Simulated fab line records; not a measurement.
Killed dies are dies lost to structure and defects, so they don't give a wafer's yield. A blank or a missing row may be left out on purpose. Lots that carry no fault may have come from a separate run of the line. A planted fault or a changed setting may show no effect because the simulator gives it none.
A lot that was struck, set against a sound lot || flow n5 finfet || 16 steps out of a route of 1938
Sound: the wafers L909.2, L909.4, L909.6. Struck: wafer L920.1 (left out: L920.4, a lot-mate that was not struck); the cause follows at the end.
Per side, at each step with rows, come the tool, then ch with its chambers, and then its first start. Under that, the readings that differ: sound wafers || struck wafers || difference of the means || sigmas: that difference in standard deviations of wafers without a fault.
alike: same words and numbers on both sides, and readings whose means sit less than 2 such deviations apart. not compared: any withheld reading, any reading some wafer has no value for, any bound like >300 that may hide the same value, and any number with overlapping values for which the record gives no deviation.
Wherever a step has rows on one side only, a row that says differs or no value, or a row with sigmas, the two part there. Numbers that don't overlap but have no deviation are shown without sigmas and don't part them. Lack of a reading on every wafer of one side parts them only where that side has two or more wafers.

N5_BEOL_M3_ANNEAL_95: time 240 s.
  sound on pvd sputter-03, day 8 00:59; struck on pvd sputter-02, day 10 17:01
  alike: heater power w
N5_BEOL_M3_SPUTTER_96: material Cu, target thk 4.5 nm, time 8.29 s.
  sound on pvd sputter-03, day 8 01:07; struck on pvd sputter-02, day 10 17:09
  alike: throttle valve pct
then, 2 steps without rows for these wafers: N5_BEOL_M3_ECD_50 (material Cu, target thk 300 nm); N5_BEOL_M3_ANNEAL_51 (time 90 s).
N5_BEOL_M3_CMP_52: polishes, stops on SiOC, t overpolish 6.8 s, target thk 40 nm.
  sound on cmp-04 ch 0,1,2, day 8 01:47; struck on cmp-03 ch 0, day 10 17:50
{"reading": "barrier field endpoint s (s)", "sound": "25.7 25.4 25.4", "struck": 22.6, "difference": -2.9, "sigmas": -4}
{"reading": "overpolish run s (s)", "sound": "6.804 6.804 6.812", "struck": 6.790, "difference": -0.017, "sigmas": -2}
{"reading": "time to endpoint s (s)", "sound": "71 64 62", "struck": 50, "difference": -16, "sigmas": -3}
  alike: motor current A
N5_BEOL_M3_THK_MEAS_53: measures by xrf.
  sound on film metro-01, day 8 02:02; struck on film metro-01, day 10 18:08
{"reading": "M3_THK (nm)", "sound": "41.3 42.0 41.0", "struck": 37.7, "difference": -3.7, "sigmas": -2}
then, 1 step without rows for these wafers: N5_BEOL_M3_PRE_CLEAN_60 (time 15 s).
N5_BEOL_M3_CO_CAP_55: material Co, precursor CCTBA/H2, target thk 2 nm, time 102.1 s.
  sound on cvd co-01 ch 1,2, day 8 02:07; struck on cvd co-02 ch 0, day 10 18:13
  alike: heater power w
then, 1 step without rows for these wafers: N5_BEOL_M3_PRE_CLEAN_56 (time 15 s).
N5_BEOL_M3_DEP_57: deposits SiCN from 3MS/NH3, target thk 8 nm, time 14 s.
  sound on pecvd-01 ch 0,1,2, day 8 02:14; struck on pecvd-04 ch 2, day 10 18:20
  alike: showerhead plenum p Torr, showerhead vpp V, throttle valve pct
N5_BEOL_M3_RS_MEAS_58: the measuring method here is four-point-probe.
  sound on film metro-01, day 8 02:19; struck on film metro-01, day 10 18:24
  alike: M3_RS
N5_BEOL_M3_INSPECT_59: inspects for defects (darkfield).
  sound on defect inspect-01, day 8 02:20; struck on defect inspect-01, day 10 18:26
  alike: raw defect count
N5_BEOL_M4_ILD_DEP_00: deposits SiOC from DEMS/O2, target thk 79 nm, time 15.3 s.
  sound on pecvd-03 ch 0,1,2, day 8 02:23; struck on pecvd-02 ch 0, day 10 18:28
{"reading": "susceptor temp C (C)", "sound": "350.16 350.15 349.98", "struck": 346.02, "difference": -4.08, "sigmas": -19}
  alike: heater power w, showerhead plenum p Torr, showerhead vpp V, throttle valve pct
N5_BEOL_M4_THK_MEAS_01:
  sound on film metro-02, day 8 02:27; struck on film metro-01, day 10 18:32
{"reading": "M4_ILD_THK (nm)", "sound": "76.5 77.7 80.4", "struck": 81.4, "difference": "+3.2", "sigmas": "+2"}
N5_BEOL_M4_RC_MEAS_101:
  sound on prober-01 ch 0, day 8 15:38; struck on prober-02 ch 0, day 11 11:13
  alike: DIBL_N, DIBL_P, IOFF_N, IOFF_P, ION_N, ION_P, SS_N, SS_P, VT_N, VT_P
following that, these wafers have no rows for 1 step: N5_PASSIVATION_PROBE_49.

== WHERE THEY PART ==
First at N5_BEOL_M3_CMP_52; last, within this record, at N5_BEOL_M4_THK_MEAS_01. Later steps at which nothing parts them and some readings are alike: N5_BEOL_M4_RC_MEAS_101.

WHY: what the simulator had put in
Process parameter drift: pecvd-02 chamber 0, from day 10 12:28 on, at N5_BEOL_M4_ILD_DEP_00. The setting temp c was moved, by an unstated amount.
